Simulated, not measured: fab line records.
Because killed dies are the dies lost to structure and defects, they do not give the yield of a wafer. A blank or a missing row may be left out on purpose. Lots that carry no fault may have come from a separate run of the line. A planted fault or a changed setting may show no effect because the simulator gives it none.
fab line records + flow nand_harc + part 1 of 2: steps 1 to 3 of 6
[record]
- lots = 23
- wafers = 69
- last_day = 25
route steps=1159 shown A_STAIRCASE@691 A_SGD_CUT@761 A_SLIT@797 A_WL_FILL@811
lots that met no fault: taken from a fault-free run of the same line
start_h: the number of hours between the record's first day and the start of the first shown wafer of the lot + wait_h: time in hours since the lot's previous step + " repeats the value in the row above + L1.1+2: a single row standing in for several wafers + - either no value or no given start + * or withheld: withheld + < > ~ a bound
route shown NAME@n: NAME is a module with steps in the file, n the number in the route of the first one + usual: mean/standard deviation of fault-free wafers + same: alike in all rows + chamber/n: place in a boat + sites: per-site readings + _std_site: the standard deviation of these + _edge_site: the outer-site mean with the inner-site mean subtracted + radius_mm: how far each site lies from the wafer's centre + mask NAME#n: copy n + behind: the tool/chamber that last shaped the wafer + hold: the reason the lot was held/the length of the hold in hours/how it ended + device: names the non-switching transistor (n, p or np) + end of line: the route-end tests of the same wafers + a step with no rows: only its recipe + killed: dies lost to structure and defects at the first sort, not the wafer's yield + map: dies across one wafer; x = killed, . = not, _ = none there
set.NAME: the run value of the setting; set.NAME@STEP: its run value at that earlier step + model.NAME: the simulator's own value behind a step, which no gauge read
one table for each step of the route and one row for each wafer, over a sample of lots
services: from which hour (start_h, from the record's first day; less than 0 if before it) a tool's chamber was out of use, for how many hours, and why
[[steps]]
[step NHARC_A_STAIRCASE_ETCH_453]
[recipe]
- target_depth_a = 300
- overetch_a = 30
- time_s = 16.5
- ion_energy_ev = 100
- cf4_flow_sccm = 80
- o2_flow_sccm = 20
- ar_flow_sccm = 0
- rf_w = 300
- bias_w = 100
- chemistry = CF4/O2
[usual]
- drypump_motor_current_A = 5.9/0.39
- oes_product_au = 0.998/0.0082
- rf_vpp_V = 197.4/1.5
- showerhead_plenum_p_Torr = 1.32/0.061
- throttle_valve_pct = 13.397/0.0099
| lot.wafer | tool        | chamber | start_h | wait_h | drypump_motor_current_A | oes_product_au | rf_hours_counter_h | rf_vpp_V | showerhead_plenum_p_Torr | throttle_valve_pct |
|-----------|-------------|---------|---------|--------|-------------------------|----------------|--------------------|----------|--------------------------|--------------------|
| L074.1    | rie_diel-01 | 1       | -       | -      | 5.6                     | 0.996          | 45                 | 197.3    | 1.25                     | 13.389             |
| L074.3    | "           | 3       | "       | "      | 6.0                     | 0.992          | 47                 | 197.8    | 1.34                     | 13.400             |
| L074.6    | "           | 2       | "       | "      | 5.8                     | 0.998          | -                  | 196.2    | 1.26                     | 13.404             |
| L075.2    | rie_diel-06 | 3       | -       | -      | 6.3                     | 1.009          | 3                  | 195.4    | 1.24                     | 13.409             |
| L075.3    | "           | 2       | "       | "      | 6.4                     | 1.009          | 4                  | 199.2    | 1.36                     | 13.399             |
| L075.6    | "           | 3       | "       | "      | 6.2                     | 1.018          | -                  | 194.6    | 1.24                     | 13.404             |
| L076.4    | rie_diel-06 | 2       | -       | -      | 6.4                     | 1.008          | 7                  | 199.1    | 1.36                     | 13.400             |
| L076.1    | "           | 1       | "       | "      | 6.5                     | 0.997          | 6                  | 197.8    | 1.40                     | 13.403             |
| L076.5    | "           | 2       | "       | "      | 6.4                     | 1.010          | -                  | 199.2    | 1.36                     | 13.398             |
| L077.1    | rie_diel-13 | 3       | -       | -      | 5.4                     | 0.995          | 57                 | 196.2    | 1.24                     | 13.380             |
| L077.6    | "           | 1       | "       | "      | 5.3                     | 0.989          | -                  | 194.6    | 1.27                     | 13.404             |
| L077.5    | "           | 2       | "       | "      | 6.5                     | 0.999          | -                  | 195.5    | 1.23                     | 13.412             |
| L079.4    | rie_diel-01 | 3       | -       | -      | 6.0                     | 0.993          | 55                 | 196.6    | 1.34                     | 13.393             |
| L079.1    | "           | 1       | "       | "      | 5.5                     | 0.993          | 52                 | 195.6    | 1.25                     | 13.403             |
| L079.6    | "           | 3       | "       | "      | 6.0                     | 1.006          | -                  | 197.7    | 1.34                     | 13.384             |
| L078.4    | rie_diel-01 | 3       | -       | -      | 6.0                     | 0.996          | 55                 | 198.0    | 1.34                     | 13.398             |
| L078.1    | "           | 1       | "       | "      | 5.6                     | 0.997          | 53                 | 195.1    | 1.25                     | 13.397             |
| L078.6    | "           | 2       | "       | "      | 5.7                     | 1.009          | -                  | 195.7    | 1.26                     | 13.397             |
| L081.1    | rie_diel-01 | 2       | -       | -      | 5.8                     | 1.005          | 55                 | 196.4    | 1.26                     | 13.406             |
| L081.3    | "           | 3       | "       | "      | 6.0                     | 0.985          | 62                 | 198.2    | 1.34                     | 13.381             |
| L081.4    | "           | 0       | "       | "      | 5.8                     | 0.991          | 57                 | 197.6    | 1.31                     | 13.384             |
| L080.4    | rie_diel-01 | 3       | -       | -      | 6.0                     | 0.993          | 63                 | 197.3    | 1.34                     | 13.397             |
| L080.2    | "           | 2       | "       | "      | 5.8                     | 1.000          | 56                 | 197.5    | 1.26                     | 13.401             |
| L080.6    | "           | 3       | "       | "      | 6.0                     | 0.981          | -                  | 199.4    | 1.34                     | 13.398             |
| L082.1    | rie_diel-13 | 2       | -       | -      | 6.5                     | 1.007          | 16                 | 199.4    | 1.44                     | 13.406             |
| L082.2    | "           | 0       | "       | "      | 5.6                     | 1.000          | 14                 | 198.6    | 1.35                     | 13.397             |
| L082.4    | "           | 1       | "       | "      | 5.3                     | 1.003          | 15                 | 195.8    | 1.26                     | 13.394             |
| L083.1    | rie_diel-13 | 2       | -       | -      | 6.5                     | 0.997          | 17                 | 200.3    | 1.44                     | 13.390             |
| L083.3    | "           | 3       | "       | "      | 5.4                     | 0.991          | 18                 | 195.7    | 1.24                     | 13.406             |
| L083.6    | "           | 0       | "       | "      | 5.6                     | 0.997          | -                  | 197.9    | 1.35                     | 13.407             |
| L085.3    | rie_diel-13 | 2       | -       | -      | 6.5                     | 1.001          | 21                 | 199.7    | 1.44                     | 13.414             |
| L085.4    | "           | 1       | "       | "      | 5.4                     | 1.003          | 19                 | 195.4    | 1.26                     | 13.402             |
| L085.5    | "           | 3       | "       | "      | 5.4                     | 0.998          | -                  | 194.7    | 1.24                     | 13.409             |
| L084.3    | rie_diel-01 | 3       | -       | -      | 6.0                     | 0.997          | 2                  | 196.1    | 1.34                     | 13.382             |
| L084.6    | "           | 3       | "       | "      | 6.0                     | 1.002          | -                  | 197.8    | 1.34                     | 13.401             |
| L084.5    | "           | 0       | "       | "      | 5.7                     | 1.006          | -                  | 197.0    | 1.31                     | 13.422             |
| L087.2    | rie_diel-01 | 2       | -       | -      | 5.8                     | 1.003          | 4                  | 196.4    | 1.26                     | 13.382             |
| L087.1    | "           | 3       | "       | "      | 6.0                     | 1.000          | 4                  | 197.6    | 1.34                     | 13.391             |
| L087.6    | "           | 0       | "       | "      | 5.8                     | 1.002          | -                  | 198.3    | 1.31                     | 13.392             |
| L086.1    | rie_diel-01 | 0       | -       | -      | 5.8                     | 1.008          | 6                  | 196.4    | 1.31                     | 13.398             |
| L086.4    | "           | 2       | "       | "      | 5.8                     | 1.006          | 6                  | 196.6    | 1.26                     | 13.400             |
| L086.6    | "           | 3       | "       | "      | 6.0                     | 1.000          | -                  | 198.5    | 1.34                     | 13.388             |
| L088.3    | rie_diel-06 | 1       | -       | -      | 6.5                     | 0.999          | 36                 | 199.3    | 1.39                     | 13.388             |
| L088.1    | "           | 2       | "       | "      | 6.5                     | 0.992          | 35                 | 199.6    | 1.36                     | 13.390             |
| L088.5    | "           | 2       | "       | "      | 6.5                     | 0.996          | -                  | 198.0    | 1.36                     | 13.393             |
| L089.1    | rie_diel-06 | 3       | -       | -      | 6.3                     | 1.001          | 37                 | 195.5    | 1.23                     | 13.400             |
| L089.2    | "           | 1       | "       | "      | 6.5                     | 1.006          | 37                 | 198.2    | 1.39                     | 13.408             |
| L089.5    | "           | 0       | "       | "      | 5.9                     | 0.990          | -                  | 198.0    | 1.36                     | 13.413             |
| L090.2    | rie_diel-13 | 3       | -       | -      | 5.4                     | 1.001          | 32                 | 195.4    | 1.24                     | 13.396             |
| L090.4    | "           | 1       | "       | "      | 5.3                     | 1.003          | 30                 | 195.1    | 1.26                     | 13.415             |
| L090.1    | "           | 2       | "       | "      | 6.5                     | 0.995          | 31                 | 199.4    | 1.44                     | 13.392             |
| L092.1    | rie_diel-06 | 0       | -       | -      | 5.9                     | 0.988          | 43                 | 198.1    | 1.36                     | 13.395             |
| L092.5    | "           | 2       | "       | "      | 6.4                     | 0.987          | -                  | 198.1    | 1.36                     | 13.412             |
| L092.6    | "           | 0       | "       | "      | 5.9                     | 0.991          | -                  | 197.0    | 1.36                     | 13.410             |
| L093.3    | rie_diel-13 | 2       | -       | -      | 6.5                     | 0.995          | 38                 | 199.2    | 1.44                     | 13.399             |
| L093.2    | "           | 3       | "       | "      | 5.4                     | 0.990          | 38                 | 195.1    | 1.23                     | 13.396             |
| L093.1    | "           | 0       | "       | "      | 5.7                     | 1.005          | 34                 | 197.1    | 1.35                     | 13.397             |
| L094.3    | rie_diel-06 | 0       | -       | -      | 5.9                     | 0.991          | 50                 | 198.1    | 1.36                     | 13.420             |
| L094.4    | "           | 2       | "       | "      | 6.4                     | 0.980          | -                  | 198.5    | 1.35                     | 13.386             |
| L094.6    | "           | 0       | "       | "      | 5.9                     | 0.985          | -                  | 196.8    | 1.36                     | 13.409             |
| L095.1    | rie_diel-06 | 1       | -       | -      | 6.5                     | 1.006          | 52                 | 199.2    | 1.39                     | 13.401             |
| L095.2    | "           | 0       | "       | "      | 5.9                     | 1.010          | 53                 | 198.6    | 1.36                     | 13.396             |
| L095.6    | "           | 0       | "       | "      | 5.9                     | 0.993          | -                  | 198.6    | 1.36                     | 13.391             |
| L096.2    | rie_diel-13 | 1       | -       | -      | 5.3                     | 1.010          | 44                 | 196.9    | 1.26                     | 13.403             |
| L096.4    | "           | 3       | "       | "      | 5.4                     | 0.998          | 45                 | 196.3    | 1.23                     | 13.396             |
| L096.5    | "           | 1       | "       | "      | 5.3                     | 1.005          | -                  | 195.8    | 1.26                     | 13.387             |
| L097.3    | rie_diel-06 | 0       | -       | -      | 5.9                     | 0.990          | 61                 | 198.9    | 1.35                     | 13.394             |
| L097.1    | "           | 1       | "       | "      | 6.5                     | 1.001          | 59                 | 199.6    | 1.39                     | 13.401             |
| L097.6    | "           | 3       | "       | "      | 6.2                     | 1.008          | -                  | 196.8    | 1.23                     | 13.400             |
[step NHARC_A_SGD_CUT_DESCUM_14]
[recipe]
- time_s = 3
- o2_flow_sccm = 200
- ar_flow_sccm = 0
- bias_power_w = 0
- chemistry = O2
[usual]
- drypump_motor_current_A = 6.0/0.46
- oes_product_au = 0.997/0.0094
- rf_vpp_V = 57.9/0.91
- showerhead_plenum_p_Torr = 1.91/0.096
- throttle_valve_pct = 11.311/0.01
| lot.wafer | tool        | chamber | start_h | wait_h | drypump_motor_current_A | oes_product_au | rf_hours_counter_h | rf_vpp_V | showerhead_plenum_p_Torr | throttle_valve_pct |
|-----------|-------------|---------|---------|--------|-------------------------|----------------|--------------------|----------|--------------------------|--------------------|
| L075.3    | rie_diel-10 | 3       | 304.73  | 0.1    | 5.8                     | 1.005          | 8                  | 57.3     | 1.84                     | 11.307             |
| L075.2    | "           | 0       | "       | "      | 6.3                     | 0.993          | 7                  | 58.2     | 2.04                     | 11.289             |
| L075.6    | "           | 2       | "       | "      | 6.6                     | 1.005          | -                  | 58.9     | 2.02                     | 11.318             |
| L074.3    | rie_diel-12 | 1       | 305.28  | 0.1    | 6.5                     | 0.990          | 12                 | 57.6     | 1.96                     | 11.312             |
| L074.1    | "           | 2       | "       | "      | 6.5                     | 1.006          | 11                 | 57.5     | 1.92                     | 11.303             |
| L074.6    | "           | 0       | "       | "      | 5.8                     | 0.984          | -                  | 58.2     | 1.79                     | 11.315             |
| L077.1    | rie_diel-10 | 2       | 316.58  | 0.1    | 6.6                     | 1.009          | 9                  | 57.9     | 2.02                     | 11.311             |
| L077.6    | "           | 2       | "       | "      | 6.6                     | 1.001          | -                  | 58.4     | 2.02                     | 11.306             |
| L077.5    | "           | 3       | "       | "      | 5.8                     | 1.009          | -                  | 58.9     | 1.84                     | 11.314             |
| L076.1    | rie_diel-10 | 0       | 316.96  | 0.1    | 6.3                     | 0.995          | 8                  | 58.7     | 2.04                     | 11.311             |
| L076.4    | "           | 2       | "       | "      | 6.6                     | 1.006          | 9                  | 59.9     | 2.02                     | 11.323             |
| L076.5    | "           | 0       | "       | "      | 6.3                     | 1.004          | -                  | 57.5     | 2.04                     | 11.304             |
| L079.4    | rie_diel-10 | 0       | 331.56  | 0.1    | 6.3                     | 0.997          | 9                  | 59.0     | 2.04                     | 11.314             |
| L079.1    | "           | 2       | "       | "      | 6.6                     | 0.996          | 10                 | 58.9     | 2.02                     | 11.337             |
| L079.6    | "           | 0       | "       | "      | 6.3                     | 0.996          | -                  | 59.1     | 2.04                     | 11.318             |
| L078.1    | rie_diel-08 | 1       | 331.75  | 0.1    | 5.9                     | 1.004          | 2                  | 58.1     | 1.95                     | 11.304             |
| L078.4    | "           | 2       | "       | "      | 5.9                     | 0.985          | -                  | 56.7     | 1.78                     | 11.294             |
| L078.6    | "           | 3       | "       | "      | 6.6                     | 1.001          | -                  | 57.9     | 1.87                     | 11.302             |
| L081.4    | rie_diel-08 | 1       | 355.60  | 0.1    | 5.9                     | 1.003          | 5                  | 57.4     | 1.95                     | 11.303             |
| L081.3    | "           | 2       | "       | "      | 5.9                     | 0.983          | 5                  | 56.9     | 1.78                     | 11.316             |
| L081.1    | "           | 3       | "       | "      | 6.5                     | 1.002          | 5                  | 57.8     | 1.87                     | 11.319             |
| L080.4    | rie_diel-12 | 1       | 356.08  | 0.1    | 6.6                     | 0.993          | 17                 | 57.8     | 1.96                     | 11.308             |
| L080.2    | "           | 3       | "       | "      | 5.7                     | 0.994          | 16                 | 58.7     | 1.84                     | 11.326             |
| L080.6    | "           | 1       | "       | "      | 6.5                     | 1.004          | -                  | 58.8     | 1.95                     | 11.327             |
| L082.1    | rie_diel-12 | 3       | 371.78  | 0.1    | 5.7                     | 1.009          | 17                 | 58.6     | 1.84                     | 11.320             |
| L082.2    | "           | 1       | "       | "      | 6.6                     | 1.005          | 19                 | 57.8     | 1.95                     | 11.307             |
| L082.4    | "           | 3       | "       | "      | 5.7                     | 1.002          | -                  | 59.1     | 1.84                     | 11.305             |
| L084.3    | rie_diel-08 | 1       | 372.19  | 0.1    | 5.9                     | 0.999          | 7                  | 57.2     | 1.95                     | 11.315             |
| L084.5    | "           | 1       | "       | "      | 6.0                     | 0.999          | -                  | 58.5     | 1.95                     | 11.312             |
| L084.6    | "           | 2       | "       | "      | 5.9                     | 0.990          | -                  | 57.8     | 1.78                     | 11.304             |
| L083.3    | rie_diel-10 | 3       | 373.07  | 0.1    | 5.8                     | 0.995          | 1                  | 56.8     | 1.83                     | 11.306             |
| L083.1    | "           | 0       | "       | "      | 6.3                     | 1.003          | 1                  | 58.1     | 2.04                     | 11.313             |
| L083.6    | "           | 3       | "       | "      | 5.8                     | 0.997          | -                  | 57.7     | 1.83                     | 11.311             |
| L085.4    | rie_diel-08 | 2       | 373.92  | 0.1    | 6.0                     | 0.991          | 7                  | 58.0     | 1.78                     | 11.309             |
| L085.3    | "           | 3       | "       | "      | 6.5                     | 1.006          | 7                  | 58.0     | 1.87                     | 11.308             |
| L085.5    | "           | 2       | "       | "      | 5.9                     | 0.984          | -                  | 58.4     | 1.78                     | 11.315             |
| L087.1    | rie_diel-10 | 1       | 386.08  | 0.1    | 5.2                     | 1.005          | 2                  | 57.1     | 1.81                     | 11.301             |
| L087.2    | "           | 2       | "       | "      | 6.7                     | 0.998          | 2                  | 58.7     | 2.02                     | 11.305             |
| L087.6    | "           | 2       | "       | "      | 6.6                     | 0.985          | -                  | 57.4     | 2.02                     | 11.306             |
| L089.1    | rie_diel-10 | 0       | 394.90  | 0.1    | 6.3                     | 1.008          | 2                  | 57.0     | 2.04                     | 11.328             |
| L089.2    | "           | 2       | "       | "      | 6.7                     | 0.998          | 2                  | 58.7     | 2.02                     | 11.282             |
| L089.5    | "           | 1       | "       | "      | 5.3                     | 0.996          | -                  | 57.9     | 1.81                     | 11.312             |
| L088.3    | rie_diel-08 | 1       | 395.27  | 0.1    | 5.9                     | 1.012          | 10                 | 57.7     | 1.95                     | 11.329             |
| L088.1    | "           | 0       | "       | "      | 5.4                     | 1.006          | 9                  | 59.3     | 2.05                     | 11.327             |
| L088.5    | "           | 1       | "       | "      | 5.9                     | 0.998          | -                  | 57.5     | 1.95                     | 11.317             |
| L086.4    | rie_diel-10 | 3       | 395.55  | 0.1    | 5.7                     | 0.994          | 2                  | 56.8     | 1.83                     | 11.313             |
| L086.1    | "           | 0       | "       | "      | 6.3                     | 1.012          | 3                  | 58.6     | 2.04                     | 11.316             |
| L086.6    | "           | 2       | "       | "      | 6.6                     | 0.998          | -                  | 58.6     | 2.02                     | 11.304             |
| L092.1    | rie_diel-12 | 2       | 407.30  | 0.1    | 6.6                     | 0.984          | 1                  | 60.5     | 1.92                     | 11.315             |
| L092.5    | "           | 1       | "       | "      | 6.5                     | 0.990          | -                  | 57.2     | 1.95                     | 11.307             |
| L092.6    | "           | 2       | "       | "      | 6.5                     | 0.993          | -                  | 58.4     | 1.92                     | 11.326             |
| L090.1    | rie_diel-10 | 3       | 407.59  | 0.1    | 5.8                     | 0.991          | 3                  | 57.5     | 1.83                     | 11.322             |
| L090.4    | "           | 0       | "       | "      | 6.3                     | 1.004          | 4                  | 58.8     | 2.04                     | 11.310             |
| L090.2    | "           | 1       | "       | "      | 5.3                     | 1.008          | 4                  | 56.7     | 1.81                     | 11.309             |
| L093.2    | rie_diel-08 | 0       | 424.80  | 0.1    | 5.4                     | 1.013          | 11                 | 59.0     | 2.05                     | 11.297             |
| L093.1    | "           | 1       | "       | "      | 5.9                     | 1.002          | 12                 | 58.5     | 1.95                     | 11.336             |
| L093.3    | "           | 2       | "       | "      | 5.9                     | 0.979          | 11                 | 56.0     | 1.78                     | 11.317             |
| L094.3    | rie_diel-10 | 3       | 425.01  | 0.1    | 5.8                     | 1.001          | 4                  | 56.9     | 1.83                     | 11.318             |
| L094.4    | "           | 1       | "       | "      | 5.2                     | 0.997          | 5                  | 56.0     | 1.81                     | 11.332             |
| L094.6    | "           | 2       | "       | "      | 6.7                     | 0.995          | -                  | 57.0     | 2.02                     | 11.287             |
| L096.4    | rie_diel-10 | 3       | 433.95  | 0.1    | 5.8                     | 0.996          | 5                  | 56.9     | 1.83                     | 11.314             |
| L096.2    | "           | 1       | "       | "      | 5.2                     | 0.993          | 5                  | 57.1     | 1.81                     | 11.322             |
| L096.5    | "           | 2       | "       | "      | 6.6                     | 0.987          | -                  | 56.9     | 2.02                     | 11.292             |
| L095.2    | rie_diel-12 | 3       | 434.13  | 0.1    | 5.7                     | 0.987          | 4                  | 58.0     | 1.84                     | 11.300             |
| L095.1    | "           | 2       | "       | "      | 6.6                     | 0.985          | 4                  | 59.1     | 1.92                     | 11.307             |
| L095.6    | "           | 0       | "       | "      | 5.8                     | 1.005          | -                  | 56.9     | 1.79                     | 11.312             |
| L097.1    | rie_diel-10 | 1       | 451.60  | 0.1    | 5.2                     | 0.999          | 6                  | 56.8     | 1.81                     | 11.309             |
| L097.3    | "           | 2       | "       | "      | 6.7                     | 0.987          | 5                  | 58.8     | 2.02                     | 11.305             |
| L097.6    | "           | 2       | "       | "      | 6.6                     | 0.994          | -                  | 60.0     | 2.02                     | 11.315             |
[step NHARC_A_SGD_CUT_ETCH_58]
[recipe]
- target_depth_a = 390
- over_etch_frac = 0.3
- time_s = 65
- ion_energy_ev = 80
- cf4_flow_sccm = 150
- ar_flow_sccm = 0
- rf_w = 300
- bias_w = 100
- chemistry = CF4
[usual]
- drypump_motor_current_A = 6.0/0.47
- oes_product_au = 0.998/0.0099
- rf_vpp_V = 151.2/1.4
- showerhead_plenum_p_Torr = 1.77/0.084
- throttle_valve_pct = 13.282/0.0097
| lot.wafer | tool        | chamber | start_h | wait_h | drypump_motor_current_A | oes_product_au | rf_hours_counter_h | rf_vpp_V | showerhead_plenum_p_Torr | throttle_valve_pct |
|-----------|-------------|---------|---------|--------|-------------------------|----------------|--------------------|----------|--------------------------|--------------------|
| L075.3    | rie_diel-10 | 0       | 304.80  | 0.1    | 6.3                     | 1.001          | 7                  | 153.3    | 1.88                     | 13.275             |
| L075.2    | "           | 3       | "       | "      | 5.7                     | 1.011          | 8                  | 150.3    | 1.70                     | 13.269             |
| L075.6    | "           | 1       | "       | "      | 5.2                     | 0.981          | -                  | 149.3    | 1.68                     | 13.297             |
| L074.3    | rie_diel-12 | 0       | 305.35  | 0.1    | 5.8                     | 0.991          | 11                 | 150.4    | 1.66                     | 13.272             |
| L074.1    | "           | 1       | "       | "      | 6.5                     | 1.003          | 12                 | 153.3    | 1.81                     | 13.279             |
| L074.6    | "           | 0       | "       | "      | 5.8                     | 0.988          | -                  | 150.6    | 1.67                     | 13.285             |
| L077.1    | rie_diel-10 | 2       | 316.68  | 0.1    | 6.6                     | 1.011          | 9                  | 152.7    | 1.86                     | 13.275             |
| L077.5    | "           | 0       | "       | "      | 6.3                     | 1.000          | -                  | 152.5    | 1.88                     | 13.284             |
| L077.6    | "           | 1       | "       | "      | 5.2                     | 0.987          | -                  | 150.8    | 1.68                     | 13.297             |
| L076.1    | rie_diel-10 | 1       | 317.04  | 0.1    | 5.2                     | 0.972          | 8                  | 149.1    | 1.68                     | 13.293             |
| L076.4    | "           | 2       | "       | "      | 6.7                     | 1.002          | 9                  | 152.5    | 1.86                     | 13.279             |
| L076.5    | "           | 1       | "       | "      | 5.2                     | 0.971          | -                  | 150.8    | 1.68                     | 13.278             |
| L079.1    | rie_diel-10 | 2       | 331.65  | 0.1    | 6.7                     | 0.992          | 10                 | 152.2    | 1.86                     | 13.272             |
| L079.4    | "           | 3       | "       | "      | 5.8                     | 1.009          | 10                 | 151.2    | 1.70                     | 13.278             |
| L079.6    | "           | 1       | "       | "      | 5.2                     | 0.972          | -                  | 149.9    | 1.68                     | 13.302             |
| L078.1    | rie_diel-08 | 2       | 331.83  | 0.1    | 5.9                     | 0.994          | 2                  | 150.0    | 1.66                     | 13.275             |
| L078.6    | "           | 2       | "       | "      | 5.9                     | 0.999          | -                  | 149.9    | 1.66                     | 13.277             |
| L078.4    | "           | 1       | "       | "      | 5.9                     | 0.992          | -                  | 152.2    | 1.80                     | 13.276             |
| L081.1    | rie_diel-08 | 2       | 355.69  | 0.1    | 6.0                     | 1.000          | 5                  | 150.9    | 1.66                     | 13.281             |
| L081.4    | "           | 3       | "       | "      | 6.5                     | 1.010          | 5                  | 151.8    | 1.73                     | 13.290             |
| L081.3    | "           | 1       | "       | "      | 5.9                     | 0.999          | 5                  | 152.0    | 1.80                     | 13.277             |
| L080.2    | rie_diel-12 | 0       | 356.16  | 0.1    | 5.8                     | 0.995          | 16                 | 149.9    | 1.66                     | 13.268             |
| L080.4    | "           | 2       | "       | "      | 6.5                     | 1.001          | 17                 | 152.1    | 1.78                     | 13.279             |
| L080.6    | "           | 0       | "       | "      | 5.8                     | 0.999          | -                  | 150.6    | 1.66                     | 13.277             |
| L082.1    | rie_diel-12 | 2       | 371.87  | 0.1    | 6.5                     | 0.992          | 19                 | 150.9    | 1.77                     | 13.283             |
| L082.2    | "           | 3       | "       | "      | 5.7                     | 1.003          | 17                 | 149.4    | 1.70                     | 13.299             |
| L082.4    | "           | 1       | "       | "      | 6.5                     | 1.008          | -                  | 152.5    | 1.80                     | 13.301             |
| L084.3    | rie_diel-08 | 3       | 372.27  | 0.1    | 6.5                     | 1.003          | 6                  | 150.0    | 1.73                     | 13.285             |
| L084.5    | "           | 3       | "       | "      | 6.5                     | 1.019          | -                  | 150.2    | 1.73                     | 13.275             |
| L084.6    | "           | 0       | "       | "      | 5.4                     | 1.009          | -                  | 152.8    | 1.89                     | 13.281             |
| L083.1    | rie_diel-10 | 0       | 373.15  | 0.1    | 6.3                     | 0.992          | 1                  | 153.4    | 1.88                     | 13.284             |
| L083.3    | "           | 1       | "       | "      | 5.2                     | 0.993          | 1                  | 149.4    | 1.68                     | 13.266             |
| L083.6    | "           | 3       | "       | "      | 5.8                     | 0.988          | -                  | 150.2    | 1.70                     | 13.292             |
| L085.4    | rie_diel-08 | 0       | 374.00  | 0.1    | 5.4                     | 1.013          | 6                  | 152.6    | 1.88                     | 13.292             |
| L085.3    | "           | 3       | "       | "      | 6.5                     | 1.001          | 7                  | 150.9    | 1.73                     | 13.292             |
| L085.5    | "           | 0       | "       | "      | 5.4                     | 1.005          | -                  | 152.0    | 1.88                     | 13.277             |
| L087.2    | rie_diel-10 | 2       | 386.18  | 0.1    | 6.6                     | 0.991          | 2                  | 151.0    | 1.86                     | 13.284             |
| L087.1    | "           | 3       | "       | "      | 5.8                     | 0.986          | 2                  | 148.9    | 1.70                     | 13.296             |
| L087.6    | "           | 1       | "       | "      | 5.3                     | 0.998          | -                  | 150.1    | 1.68                     | 13.292             |
| L089.2    | rie_diel-10 | 0       | 394.98  | 0.1    | 6.3                     | 1.004          | 2                  | 153.0    | 1.88                     | 13.260             |
| L089.1    | "           | 3       | "       | "      | 5.7                     | 0.992          | 2                  | 150.5    | 1.70                     | 13.280             |
| L089.5    | "           | 1       | "       | "      | 5.2                     | 1.007          | -                  | 149.9    | 1.68                     | 13.290             |
| L088.1    | rie_diel-08 | 3       | 395.36  | 0.1    | 6.5                     | 0.999          | 10                 | 151.0    | 1.73                     | 13.280             |
| L088.3    | "           | 1       | "       | "      | 5.9                     | 1.009          | 10                 | 151.2    | 1.80                     | 13.265             |
| L088.5    | "           | 3       | "       | "      | 6.5                     | 1.019          | -                  | 149.8    | 1.73                     | 13.290             |
| L086.4    | rie_diel-10 | 0       | 395.64  | 0.1    | 6.3                     | 0.996          | 3                  | 154.4    | 1.88                     | 13.277             |
| L086.1    | "           | 2       | "       | "      | 6.7                     | 0.999          | 2                  | 154.1    | 1.86                     | 13.297             |
| L086.6    | "           | 3       | "       | "      | 5.7                     | 0.990          | -                  | 150.0    | 1.70                     | 13.304             |
| L092.1    | rie_diel-12 | 1       | 407.38  | 0.1    | 6.5                     | 0.998          | 1                  | 151.8    | 1.80                     | 13.288             |
| L092.6    | "           | 1       | "       | "      | 6.5                     | 0.990          | -                  | 152.2    | 1.80                     | 13.292             |
| L092.5    | "           | 2       | "       | "      | 6.5                     | 0.994          | -                  | 150.6    | 1.77                     | 13.291             |
| L090.1    | rie_diel-10 | 2       | 407.67  | 0.1    | 6.6                     | 0.990          | 3                  | 153.7    | 1.86                     | 13.282             |
| L090.2    | "           | 0       | "       | "      | 6.3                     | 1.006          | 4                  | 151.6    | 1.88                     | 13.276             |
| L090.4    | "           | 1       | "       | "      | 5.2                     | 0.998          | 4                  | 149.5    | 1.68                     | 13.289             |
| L093.1    | rie_diel-08 | 1       | 424.89  | 0.1    | 5.9                     | 1.008          | 12                 | 152.7    | 1.80                     | 13.289             |
| L093.2    | "           | 2       | "       | "      | 5.9                     | 0.973          | 11                 | 148.5    | 1.66                     | 13.278             |
| L093.3    | "           | 3       | "       | "      | 6.5                     | 1.008          | 11                 | 151.3    | 1.73                     | 13.287             |
| L094.3    | rie_diel-10 | 2       | 425.10  | 0.1    | 6.6                     | 0.984          | 4                  | 152.4    | 1.86                     | 13.277             |
| L094.4    | "           | 3       | "       | "      | 5.8                     | 1.002          | 4                  | 150.0    | 1.70                     | 13.278             |
| L094.6    | "           | 1       | "       | "      | 5.3                     | 0.999          | -                  | 150.8    | 1.68                     | 13.296             |
| L096.4    | rie_diel-10 | 3       | 434.03  | 0.1    | 5.8                     | 0.996          | 5                  | 150.9    | 1.70                     | 13.288             |
| L096.2    | "           | 2       | "       | "      | 6.6                     | 0.985          | 5                  | 153.2    | 1.86                     | 13.286             |
| L096.5    | "           | 0       | "       | "      | 6.3                     | 1.003          | -                  | 151.8    | 1.88                     | 13.275             |
| L095.2    | rie_diel-12 | 1       | 434.23  | 0.1    | 6.5                     | 0.994          | 3                  | 151.1    | 1.80                     | 13.295             |
| L095.1    | "           | 2       | "       | "      | 6.5                     | 0.987          | 4                  | 150.8    | 1.77                     | 13.291             |
| L095.6    | "           | 0       | "       | "      | 5.8                     | 1.012          | -                  | 150.0    | 1.66                     | 13.270             |
| L097.1    | rie_diel-10 | 2       | 451.69  | 0.1    | 6.6                     | 0.986          | 5                  | 150.1    | 1.86                     | 13.276             |
| L097.3    | "           | 3       | "       | "      | 5.8                     | 1.005          | 5                  | 149.4    | 1.70                     | 13.285             |
| L097.6    | "           | 2       | "       | "      | 6.6                     | 0.984          | -                  | 151.7    | 1.86                     | 13.291             |
